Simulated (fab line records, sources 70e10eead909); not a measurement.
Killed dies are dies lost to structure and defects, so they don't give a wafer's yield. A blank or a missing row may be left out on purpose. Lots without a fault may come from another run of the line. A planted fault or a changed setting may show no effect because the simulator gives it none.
fab line records | flow nand_harc
record lots=6 wafers=18 last_day=24
route steps=1159 shown A_CONTACT@850 END@1159
lots that met no fault: from a run of the same line without faults
start_h: hours from the record's first day to the start of the lot's first wafer shown | wait_h: hours since the lot's step before | " the same as in the row above | L1.1+2: a row that stands for several wafers | - no value, or no start given | * or withheld: withheld | < > ~ a bound
route shown NAME@n: a module of which the file shows steps, and the number in the route of the first | usual: mean/standard deviation of fault-free wafers | same: alike in all rows | chamber/n: place in a boat | sites: the reading at each site | _std_site: their standard deviation | _edge_site: outer sites' mean less inner sites' | radius_mm: how far each site lies from the wafer's centre | mask NAME#n: copy n | behind: the tool/chamber that last shaped the wafer | hold: why the lot was held/for how many hours/how that ended | device: the transistor (n, p or np) that didn't switch | end of line: the same wafers' tests at the end of the route | a step without rows: its recipe alone | killed: dies lost to structure and defects at the first sort, not the wafer's yield | map: a wafer's dies, x killed, . not, _ none there
set.NAME: the setting as run; set.NAME@STEP: as run at that earlier step | model.NAME: the simulator's own value behind a step, which no gauge read
lots at some steps of the route; a table a step, a row a wafer
services: from which hour (start_h, from the record's first day; less than 0 if before it) a tool's chamber was out of use, for how many hours, and why
## steps
# step NHARC_A_CONTACT_EBR_38
# step NHARC_A_CONTACT_EXPOSE_39
# recipe na=1.35 sigma_outer=0.8 dose_mj=58.79 mask_id=A_CC_3
# step NHARC_A_CONTACT_PEB_40
# recipe peb_temp_c=100 peb_time_s=65
# step NHARC_A_CONTACT_DEVELOP_41
# recipe develop_time_s=35 dev_temp_c=23
# step NHARC_A_CONTACT_CD_MEAS_42
# recipe target_cd_nm=200 landing_energy_ev=500
# usual cd_nm=200.1/0.56
# columns lot.wafer tool chamber start_h wait_h cd_nm
L495.1 cd_sem-01 0 375.72 - 200.7
L495.5 " 0 " " 200.0
L495.6 " 0 " " 200.2
L496.1 cd_sem-01 0 380.02 - 200.5
L496.2 " 0 " " 200.8
L496.3 " 0 " " 200.5
L498.1 cd_sem-02 0 389.98 - 200.4
L498.4 " 0 " " 201.1
L498.5 " 0 " " 200.0
L500.1 cd_sem-01 0 425.56 - 200.3
L500.5 " 0 " " 200.0
L500.6 " 0 " " 199.8
L504.1 cd_sem-03 0 430.24 - 200.4
L504.2 " 0 " " 200.9
L504.3 " 0 " " 201.0
L517.1 cd_sem-02 0 502.93 - 200.0
L517.2 " 0 " " 200.7
L517.4 " 0 " " 199.9
# step NHARC_A_CONTACT_OVL_MEAS_43
# usual overlay_x_nm=-0.2/0.87 overlay_y_nm=-0.1/0.57
# columns lot.wafer tool chamber start_h wait_h overlay_x_nm overlay_y_nm
L495.1 overlay-02 - 375.81 - -0.7 -0.2
L495.5 " - " " -0.7 -0.5
L495.6 " - " " -0.5 -0.3
L496.1 overlay-01 - 380.11 - -0.4 -0.8
L496.2 " - " " -0.1 -0.8
L496.3 " - " " 0.6 -0.8
L498.1 overlay-01 - 390.07 - 1.4 -0.7
L498.4 " - " " 1.5 -0.6
L498.5 " - " " 0.7 -0.9
L500.1 overlay-01 - 425.65 - -0.8 -0.3
L500.5 " - " " -0.6 -0.2
L500.6 " - " " -0.1 -0.3
L504.1 overlay-02 - 430.33 - -1.2 -0.6
L504.2 " - " " -0.8 -0.2
L504.3 " - " " -0.7 0.1
L517.1 overlay-02 - 503.02 - -1.3 -0.5
L517.2 " - " " -0.6 -0.1
L517.4 " - " " -1.4 -0.3
# step NHARC_A_CONTACT_INSPECT_44
# usual raw_defect_count=27/15
# columns lot.wafer tool chamber start_h wait_h raw_defect_count
L495.1 defect_inspect-01 - 375.85 0.0 15
L495.5 " - " " 4
L495.6 " - " " 9
L496.1 defect_inspect-02 - 380.14 0.0 20
L496.2 " - " " 14
L496.3 " - " " 19
L498.1 defect_inspect-01 - 390.10 0.0 7
L498.4 " - " " 8
L498.5 " - " " 6
L500.1 defect_inspect-01 - 425.69 0.0 36
L500.5 " - " " 34
L500.6 " - " " 40
L504.1 defect_inspect-02 - 430.37 0.0 20
L504.2 " - " " 29
L504.3 " - " " 30
L517.1 defect_inspect-01 - 503.05 0.0 7
L517.2 " - " " 13
L517.4 " - " " 8
# step NHARC_A_CONTACT_DESCUM_47
# recipe time_s=3 o2_flow_sccm=200 ar_flow_sccm=0 bias_power_w=0 chemistry=O2
# step NHARC_A_CONTACT_ETCH_48
# recipe target_depth_a=390 over_etch_frac=0.3 time_s=65 ion_energy_ev=80 cf4_flow_sccm=150 ar_flow_sccm=0 rf_w=300 bias_w=100 chemistry=CF4
# step NHARC_A_CONTACT_ETCH_49
# recipe target_depth_a=2600 over_etch_frac=0.3 time_s=475.3 ion_energy_ev=200 n2_flow_sccm=150 h2_flow_sccm=150 ar_flow_sccm=0 rf_w=400 bias_w=150 chemistry=N2/H2
# step NHARC_A_CONTACT_ETCH_50
# recipe target_depth_a=847 time_s=42.4 cf4_flow_sccm=100 chf3_flow_sccm=30 ar_flow_sccm=0 rf_w=500 bias_w=200 chemistry=CF4/CHF3
# step NHARC_A_CONTACT_ETCH_51
# recipe target_depth_a=36000 over_etch_frac=0.3 time_s=936 ion_energy_ev=150 o2_flow_sccm=400 cos_flow_sccm=20 ar_flow_sccm=0 rf_w=500 bias_w=300 chemistry=O2/COS
# step NHARC_A_CONTACT_ETCH_111
# recipe source_w=withheld pressure_mtorr=20 bias_v=withheld time_s=140 target_depth_a=7000 ar_flow_sccm=withheld c4f8_flow_sccm=withheld o2_flow_sccm=withheld chemistry=C4F8/O2/Ar
# columns lot.wafer tool chamber start_h wait_h rf_hours_counter_h
L495.1 har_cap_etch-02 1 377.43 - 11
L495.5 " 1 " " -
L495.6 " 0 " " -
L496.2 har_cap_etch-02 1 381.48 - 12
L496.1 " 0 " " 12
L496.3 " 1 " " -
L498.1 har_cap_etch-01 1 391.49 - 60
L498.4 " 1 " " -
L498.5 " 1 " " -
L500.1 har_cap_etch-03 0 427.02 - 88
L500.5 " 0 " " -
L500.6 " 1 " " -
L504.2 har_cap_etch-03 0 431.69 - 89
L504.1 " 1 " " 89
L504.3 " 1 " " -
L517.2 har_cap_etch-03 0 504.37 - 101
L517.1 " 1 " " 101
L517.4 " 1 " " -
# step NHARC_A_CONTACT_ETCH_112
# recipe source_w=withheld pressure_mtorr=20 bias_v=3000 time_s=94 target_depth_a=9220 ar_flow_sccm=withheld c4f8_flow_sccm=withheld o2_flow_sccm=withheld chemistry=C4F8/O2/Ar
# columns lot.wafer tool chamber start_h wait_h rf_hours_counter_h
L495.1 har_cap_etch-02 1 377.62 0.2 11
L495.5 " 1 " " -
L495.6 " 0 " " -
L496.2 har_cap_etch-02 1 381.69 0.2 12
L496.1 " 0 " " 12
L496.3 " 1 " " -
L498.1 har_cap_etch-01 1 391.70 0.2 60
L498.4 " 1 " " -
L498.5 " 1 " " -
L500.1 har_cap_etch-03 0 427.21 0.2 88
L500.5 " 0 " " -
L500.6 " 1 " " -
L504.2 har_cap_etch-03 0 431.89 0.2 89
L504.1 " 1 " " 89
L504.3 " 1 " " -
L517.2 har_cap_etch-03 0 504.57 0.2 102
L517.1 " 1 " " 102
L517.4 " 1 " " -
# step NHARC_A_CONTACT_ETCH_113
# recipe source_w=withheld pressure_mtorr=20 bias_v=3000 time_s=94 target_depth_a=9220 ar_flow_sccm=withheld c4f8_flow_sccm=withheld o2_flow_sccm=withheld chemistry=C4F8/O2/Ar
# step NHARC_A_CONTACT_ETCH_114
# recipe source_w=withheld pressure_mtorr=20 bias_v=3000 time_s=94 target_depth_a=9220 ar_flow_sccm=withheld c4f8_flow_sccm=withheld o2_flow_sccm=withheld chemistry=C4F8/O2/Ar
# step NHARC_A_CONTACT_ETCH_115
# recipe source_w=withheld pressure_mtorr=20 bias_v=3000 time_s=94 target_depth_a=9220 ar_flow_sccm=withheld c4f8_flow_sccm=withheld o2_flow_sccm=withheld chemistry=C4F8/O2/Ar
# step NHARC_A_CONTACT_ETCH_116
# recipe source_w=withheld pressure_mtorr=20 bias_v=3000 time_s=94 target_depth_a=9220 ar_flow_sccm=withheld c4f8_flow_sccm=withheld o2_flow_sccm=withheld chemistry=C4F8/O2/Ar
# columns lot.wafer tool chamber start_h wait_h rf_hours_counter_h
L495.1 har_cap_etch-02 1 377.99 0.1 12
L495.5 " 1 " " -
L495.6 " 0 " " -
L496.2 har_cap_etch-02 1 382.05 0.1 13
L496.1 " 0 " " 13
L496.3 " 1 " " -
L498.1 har_cap_etch-01 1 392.06 0.1 60
L498.4 " 1 " " -
L498.5 " 1 " " -
L500.1 har_cap_etch-03 0 427.58 0.1 89
L500.5 " 0 " " -
L500.6 " 1 " " -
L504.2 har_cap_etch-03 0 432.25 0.1 90
L504.1 " 1 " " 90
L504.3 " 1 " " -
L517.2 har_cap_etch-03 0 504.93 0.1 102
L517.1 " 1 " " 102
L517.4 " 1 " " -
# step NHARC_A_CONTACT_ETCH_117
# recipe source_w=withheld pressure_mtorr=20 bias_v=3000 time_s=94 target_depth_a=9220 ar_flow_sccm=withheld c4f8_flow_sccm=withheld o2_flow_sccm=withheld chemistry=C4F8/O2/Ar
# columns lot.wafer tool chamber start_h wait_h rf_hours_counter_h
L495.1 har_cap_etch-02 1 378.08 0.1 12
L495.5 " 1 " " -
L495.6 " 0 " " -
L496.2 har_cap_etch-02 1 382.14 0.1 13
L496.1 " 0 " " 13
L496.3 " 1 " " -
L498.1 har_cap_etch-01 1 392.15 0.1 60
L498.4 " 1 " " -
L498.5 " 1 " " -
L500.1 har_cap_etch-03 0 427.67 0.1 89
L500.5 " 0 " " -
L500.6 " 1 " " -
L504.2 har_cap_etch-03 0 432.34 0.1 90
L504.1 " 1 " " 90
L504.3 " 1 " " -
L517.2 har_cap_etch-03 0 505.02 0.1 102
L517.1 " 1 " " 102
L517.4 " 1 " " -
# step NHARC_A_CONTACT_ETCH_118
# recipe source_w=withheld pressure_mtorr=20 bias_v=3000 time_s=94 target_depth_a=9220 ar_flow_sccm=withheld c4f8_flow_sccm=withheld o2_flow_sccm=withheld chemistry=C4F8/O2/Ar
# step NHARC_A_CONTACT_ETCH_119
# recipe source_w=withheld pressure_mtorr=20 bias_v=3000 time_s=94 target_depth_a=9220 ar_flow_sccm=withheld c4f8_flow_sccm=withheld o2_flow_sccm=withheld chemistry=C4F8/O2/Ar
# step NHARC_A_CONTACT_ETCH_120
# recipe source_w=withheld pressure_mtorr=20 bias_v=3000 time_s=94 target_depth_a=9220 ar_flow_sccm=withheld c4f8_flow_sccm=withheld o2_flow_sccm=withheld chemistry=C4F8/O2/Ar
# columns lot.wafer tool chamber start_h wait_h rf_hours_counter_h
L495.1 har_cap_etch-02 1 378.35 0.1 12
L495.5 " 1 " " -
L495.6 " 0 " " -
L496.2 har_cap_etch-02 1 382.41 0.1 13
L496.1 " 0 " " 13
L496.3 " 1 " " -
L498.1 har_cap_etch-01 1 392.43 0.1 61
L498.4 " 1 " " -
L498.5 " 1 " " -
L500.1 har_cap_etch-03 0 427.94 0.1 89
L500.5 " 0 " " -
L500.6 " 1 " " -
L504.2 har_cap_etch-03 0 432.61 0.1 90
L504.1 " 1 " " 90
L504.3 " 1 " " -
L517.2 har_cap_etch-03 0 505.29 0.1 102
L517.1 " 1 " " 102
L517.4 " 1 " " -
# step NHARC_A_CONTACT_ETCH_121
# recipe source_w=withheld pressure_mtorr=20 bias_v=3000 time_s=94 target_depth_a=9220 ar_flow_sccm=withheld c4f8_flow_sccm=withheld o2_flow_sccm=withheld chemistry=C4F8/O2/Ar
# step NHARC_A_CONTACT_ETCH_122
# recipe source_w=withheld pressure_mtorr=20 bias_v=3000 time_s=95 target_depth_a=9300 ar_flow_sccm=withheld c4f8_flow_sccm=withheld o2_flow_sccm=withheld chemistry=C4F8/O2/Ar
# step NHARC_A_CONTACT_ETCH_123
# recipe source_w=withheld pressure_mtorr=20 bias_v=400 time_s=253 target_depth_a=10900 ar_flow_sccm=withheld c4f8_flow_sccm=11.5 o2_flow_sccm=7.2 chemistry=C4F8/O2/Ar
# step NHARC_A_CONTACT_ETCH_90
# recipe target_depth_a=400 over_etch_frac=0.5 time_s=85.7 ion_energy_ev=120 ch3f_flow_sccm=50 o2_flow_sccm=30 ar_flow_sccm=200 rf_w=500 bias_w=100 chemistry=CH3F/O2
# step NHARC_A_CONTACT_ETCH_96
# recipe target_depth_a=200 over_etch_frac=0.5 time_s=10 ion_energy_ev=250 c4f6_flow_sccm=25 o2_flow_sccm=20 ar_flow_sccm=500 rf_w=600 bias_w=500 chemistry=C4F6/O2
# step NHARC_A_CONTACT_CD_MEAS_53
# usual cd_nm=189.3/0.81
# columns lot.wafer tool chamber start_h wait_h cd_nm
L495.1 cd_sem-03 - 379.51 - 189.2
L495.5 " - " " 189.2
L495.6 " - " " 189.8
L496.1 cd_sem-01 - 383.50 - 188.1
L496.2 " - " " 188.2
L496.3 " - " " 188.0
L498.1 cd_sem-01 - 393.51 - 190.5
L498.4 " - " " 189.8
L498.5 " - " " 189.9
L500.1 cd_sem-03 - 429.04 - 188.5
L500.5 " - " " 187.8
L500.6 " - " " 189.1
L504.1 cd_sem-02 - 433.71 - 190.0
L504.2 " - " " 189.6
L504.3 " - " " 190.4
L517.1 cd_sem-01 - 506.39 - 189.6
L517.2 " - " " 190.0
L517.4 " - " " 189.4
# step NHARC_A_CONTACT_STRIP_99
# recipe n2_flow_sccm=150 h2_flow_sccm=150 ar_flow_sccm=0 bias_w=0 chemistry=N2/H2
# step NHARC_A_CONTACT_STRIP_100
# recipe cf4_flow_sccm=100 chf3_flow_sccm=30 ar_flow_sccm=0 bias_w=0 chemistry=CF4/CHF3
# step NHARC_A_CONTACT_STRIP_101
# recipe o2_flow_sccm=400 cos_flow_sccm=20 ar_flow_sccm=0 bias_w=0 chemistry=O2/COS
# step NHARC_A_CONTACT_ETCH_102
# recipe target_depth_a=700 overetch_a=70 time_s=38.5 ion_energy_ev=100 cf4_flow_sccm=80 o2_flow_sccm=20 ar_flow_sccm=0 rf_w=300 bias_w=100 chemistry=CF4/O2
# step NHARC_A_CONTACT_STRIP_55
# recipe o2_flow_sccm=500 ar_flow_sccm=0 bias_w=0 chemistry=O2
# step NHARC_A_CONTACT_STRIP_56
# recipe time_s=600 temp_c=30 chemistry=post_etch_residue_remover
# step NHARC_A_CONTACT_DEP_57
# recipe target_thk_a=28000 temp_c=400 material=aC
# usual throttle_valve_pct=35.000/0.0091
# columns lot.wafer tool chamber start_h wait_h throttle_valve_pct
L495.1 acl_dep-01 0 381.41 - 34.991
L495.5 " 0 382.56 - 35.000
L495.6 " 0 " " 35.004
L496.1 acl_dep-02 0 384.52 - 35.003
L496.2 " 0 " " 34.996
L496.3 " 0 " " 34.994
L498.1 acl_dep-02 0 395.65 - 35.007
L498.4 " 0 " " 35.012
L498.5 " 0 " " 35.009
L500.1 acl_dep-02 0 431.06 - 34.991
L500.5 " 0 432.20 - 34.991
L500.6 " 0 " " 34.987
L504.1 acl_dep-02 0 435.00 - 34.988
L504.2 " 0 " " 35.010
L504.3 " 0 " " 34.988
L517.1 acl_dep-02 0 508.20 - 35.011
L517.2 " 0 " " 35.001
L517.4 " 0 " " 34.997
# step NHARC_A_CONTACT_DEP_58
# recipe target_thk_a=600 target_thk_nm=60 temp_c=400 pressure_torr=3.5 flow_sccm=200 rf_w=350 material=SiON
# step NHARC_A_CONTACT_DEHYDRATE_59
# recipe temp_c=150 time_s=120
# step NHARC_A_CONTACT_HMDS_60
# recipe time_s=30
# step NHARC_A_CONTACT_COAT_61
# recipe temp_c=260 time_s=75
# step NHARC_A_CONTACT_COAT_62
# recipe temp_c=225 time_s=65
# step NHARC_A_CONTACT_COAT_63
# recipe spin_rpm=1500 resist_thk_nm=90
# step NHARC_A_CONTACT_SOFTBAKE_64
# recipe temp_c=105 time_s=55
# step NHARC_END_SORT_01
# recipe temp_c=25
# usual killed_at_array=27/12 killed_at_other=0.8/1 killed_at_periphery=4.0/2.5 killed_dies=32/11 killed_open=3.3/1.8 killed_short=2.0/1.5
# same gross_dies=677
# columns lot.wafer tool chamber start_h wait_h killed_at_array killed_at_other killed_at_periphery killed_dies killed_open killed_short
L500.1 prober-02 0 488.59 2.5 91 0 1 92 5 5
L500.5 prober-02 0 491.84 3.8 89 0 3 92 1 4
L500.6 prober-02 0 492.66 4.1 107 0 1 108 2 2
L504.1 prober-01 0 497.22 2.5 109 0 6 115 3 1
L504.2 prober-01 0 498.03 2.8 64 0 8 72 2 3
L504.3 prober-01 0 498.85 3.1 119 1 9 129 1 6
# killed by level:class
L500.1 A_CONTACT:unspecified=58 A_CHANNEL_HOLE_D1:chamber_film_flake=12 A_STAIRCASE:chamber_film_flake=6 A_WL_FILL:chamber_film_flake=3 A_ONON_D1:geometric_particle:short=2 A_CHANNEL_FILL_D1:geometric_particle:short=2 A_SLIT:chamber_film_flake=2 P_M0:geometric_particle:open=1
L500.5 A_CONTACT:unspecified=56 A_CHANNEL_HOLE_D1:chamber_film_flake=17 A_SLIT:chamber_film_flake=7 A_STAIRCASE:chamber_film_flake=3 P_M0:geometric_particle:short=1 A_ONON_D1:geometric_particle:short=1 A_CHANNEL_FILL_D1:geometric_particle:short=1 A_CONTACT:geometric_particle:short=1
L500.6 A_CONTACT:unspecified=78 A_CHANNEL_HOLE_D1:chamber_film_flake=12 A_STAIRCASE:chamber_film_flake=8 A_SLIT:chamber_film_flake=4 A_SOURCE_PLATE:geometric_particle:short=1 A_CHANNEL_HOLE_D1:geometric_particle:short=1 A_CHANNEL_FILL_D1:geometric_particle:open=1 A_CONTACT:geometric_particle:open=1
L504.1 A_CONTACT:unspecified=87 A_SLIT:chamber_film_flake=10 P_ZERO_WELL:chamber_film_flake=6 A_CHANNEL_HOLE_D1:chamber_film_flake=4 A_STAIRCASE:chamber_film_flake=2 A_CHANNEL_HOLE_D1:geometric_particle:short=1 A_CHANNEL_FILL_D1:geometric_particle:open=1 A_CONTACT:geometric_particle:open=1
L504.2 A_CONTACT:unspecified=51 P_ZERO_WELL:chamber_film_flake=5 A_SLIT:chamber_film_flake=5 A_CHANNEL_HOLE_D1:chamber_film_flake=2 P_GATE:geometric_particle:open=1 P_M1:geometric_particle:short=1 A_ONON_D1:geometric_particle:open=1 A_CHANNEL_HOLE_D1:geometric_particle:short=1
L504.3 A_CONTACT:unspecified=88 A_SLIT:chamber_film_flake=12 A_STAIRCASE:chamber_film_flake=7 A_CHANNEL_HOLE_D1:chamber_film_flake=6 P_ZERO_WELL:chamber_film_flake=4 A_CHANNEL_HOLE_D1:geometric_particle:short=2 P_M2:chamber_film_flake=2 P_M0:geometric_particle:short=1
# map L500.6 (x killed, . not)
____________.____________
_________......._________
_______..........._______
______.........x...______
_____..............._____
____.................____
____.................____
___...................___
___...................___
__.....................__
__.....................__
_..x..................x._
_..............x.......x_
_......................._
_.................x....._
_......................._
...............x.........
...............x.........
.........................
.........................
.........................
_......................._
_......................._
_......................._
_..........x...........x_
_.....x....xx..........._
__.......xxx.x........x__
__......x.xxxx....x....__
___....xxxxxxxx....xx.___
___.....xxxxxxxx..xx..___
____...xxxxxxxxxxxxx.____
____...xxxxxxxxx.xx.x____
_____.xxxxxxxxxxxx.._____
______.xxxxxxxxx..x______
_______xxxxxxxxx.._______
_________xxxxxxx_________
____________x____________
# map L504.3 (x killed, . not)
____________.____________
_________......._________
_______.......x..._______
______.............______
_____..............._____
____.................____
____.................____
___...x...............___
___.x.................___
__xx...................__
__x..x..x..............__
_x......................_
_x............xx.x......_
_.x..........xxx..x....._
_...........x.x..x......_
_..............x.x......_
x..............xx..x.....
.....x..x.....xxx........
.............xx.xx.......
........x................
....................x....
_....................x.._
_......................._
_......................._
_............x.........._
_........xxxxx.........._
__......xx.xxx.........__
__.....x.xxxxxx........__
___....xxxxxxxxx......___
___.....xxxxxxxx......___
____...xxxxxxxxx.....____
____..x.xxxxxxxxx....____
_____.x.xxxxxxxxx..._____
______x.xxxxxxxx...______
_______.xxxxxxxxx._______
_________xxxxxxx_________
____________x____________
## services
# columns tool chamber start_h hours kind
har_cap_etch-02 - 368.56 0.1 repair
acl_dep-01 - 474.66 13.0 pm
## key
first_sign step=NHARC_END_SORT_01 reading=killed_dies direction=up sigmas=6.3 usual=32 struck=101
effect step=NHARC_END_SORT_01 reading=killed_at_array direction=up sigmas=5.9 usual=27 struck=96
more_kills_born_at NHARC_A_CONTACT_ETCH_111@har_cap_etch-03=408
met_at NHARC_A_CONTACT_ETCH_111
struck_wafers L500.1,L500.5,L500.6,L504.1,L504.2,L504.3
tester_left_out L500,L504
fault kind=chamber_particle_source tool=har_cap_etch-03 chamber=- onset_h=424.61 steps=NHARC_A_CONTACT_ETCH_111 rate_per_visit_cm2=2.1572 end_h=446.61
# tester_left_out: of these lots the tester's yield and bins aren't shown, on N5 and GAA mostly nor the transistor test; their killed dies are dies lost to structure and defects alone, not to doping, threshold or leakage, so they don't give the yield
